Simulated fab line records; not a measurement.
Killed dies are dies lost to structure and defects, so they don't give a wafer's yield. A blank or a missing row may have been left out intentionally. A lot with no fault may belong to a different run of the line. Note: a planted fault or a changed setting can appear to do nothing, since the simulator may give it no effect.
Struck lot and sound lot, side by side :: flow n5_finfet :: 14 steps out of a route of 1938
Sound: these wafers, L230.1, L230.3, L230.4. Struck: wafer L239.3; the same lot's L239.1 was not struck, so it is left out; see the end for the cause.
Order at every step that has rows: each side's tool, ch and its chambers, its first start. Under that, the readings that differ: sound wafers :: struck wafers :: difference of the means :: sigmas: that difference in standard deviations of wafers without a fault.
alike: a reading whose means differ by less than 2 such deviations, as well as words and numbers matching on both sides. not compared: withheld readings; readings where some wafer has no value; bounds like >300 that might hide an equal value; numbers whose values overlap and for which the record gives no deviation.
A row with sigmas, a row that says differs or no value, or rows on one side alone: a step with any of these is where the two part. Numbers that don't overlap but have no deviation are shown without sigmas and don't part them. A reading missing from all wafers of one side parts the sides only when that side holds two or more wafers.

N5_BEOL_M7_CURE_75: cures SiCOH lowk, time 120 s.
  sound on uv_cure-03 ch 0, day 9 16:17; struck on uv_cure-01 ch 0, day 11 19:38
  alike: lamp_power_pct, wafer_temp_C_max
then, 1 step without rows for these wafers: N5_BEOL_M7_DEGAS_44 (time 60 s).
N5_BEOL_M7_PRE_CLEAN_45: time 30 s.
  sound: pvd_sputter-01 at day 9 17:41; struck: pvd_sputter-03 at day 11 20:04
  alike: heater_power_w
N5_BEOL_M7_ALD_77: deposits TaN, target thk 2 nm, pulse time 2 s, purge time 3 s.
  sound on ald_metal-02 ch 1,2,3, day 9 17:45; struck on ald_metal-01 ch 1, day 11 20:07
  alike: heater_power_w, precursor_vessel_pressure_torr
then, 2 steps without rows for these wafers: N5_BEOL_M7_SURFACE_TREAT_79; N5_BEOL_M7_CVD_78 (deposits Co from CCTBA/H2, target thk 2 nm, time 142.3 s).
N5_BEOL_M7_SPUTTER_48: material Cu, target thk 10 nm, time 1.667 s.
  sound: pvd_sputter-01 at day 9 18:20; struck: pvd_sputter-02 at day 11 22:25
  alike: throttle_valve_pct
then, 2 steps without rows for these wafers: N5_BEOL_M7_ECD_50 (material Cu, target thk 300 nm); N5_BEOL_M7_ANNEAL_51 (time 90 s).
N5_BEOL_M7_CMP_52: polishes, stops on SiCOH lowk, t overpolish 6.9 s, target thk 80 nm.
  sound on cmp-02 ch 0,2,3, day 9 18:50; struck on cmp-02 ch 2, day 11 23:02
  alike: barrier_field_endpoint_s, motor_current_A, overpolish_run_s, pad_life_wafers, time_to_endpoint_s
N5_BEOL_M7_THK_MEAS_53: measures by xrf.
  sound: film_metro-02 at day 9 19:08; struck: film_metro-01 at day 11 23:18
  alike: M7_THK
then, 1 step without rows for these wafers: N5_BEOL_M7_PRE_CLEAN_55 (time 15 s).
N5_BEOL_M7_DEP_56: deposits SiCN from 3MS/NH3, target thk 10 nm, time 17.5 s.
  sound on pecvd-04 ch 0,1, day 9 19:12; struck on pecvd-04 ch 1, day 11 23:22
reading: model.SiCN_of_BEOL_M7_DEP_56.thk_nm (nm)
sound: 10 10.2 10
struck: 15.2
difference: +5.1
sigmas: 
  alike: showerhead_plenum_p_Torr, throttle_valve_pct
N5_BEOL_M7_RS_MEAS_57: the measuring method here is four-point-probe.
  sound: film_metro-02 at day 9 19:17; struck: film_metro-01 at day 11 23:26
  alike: M7_RS

== WHERE THEY PART ==
Nowhere in this record.

WHY: the cause the simulator had injected
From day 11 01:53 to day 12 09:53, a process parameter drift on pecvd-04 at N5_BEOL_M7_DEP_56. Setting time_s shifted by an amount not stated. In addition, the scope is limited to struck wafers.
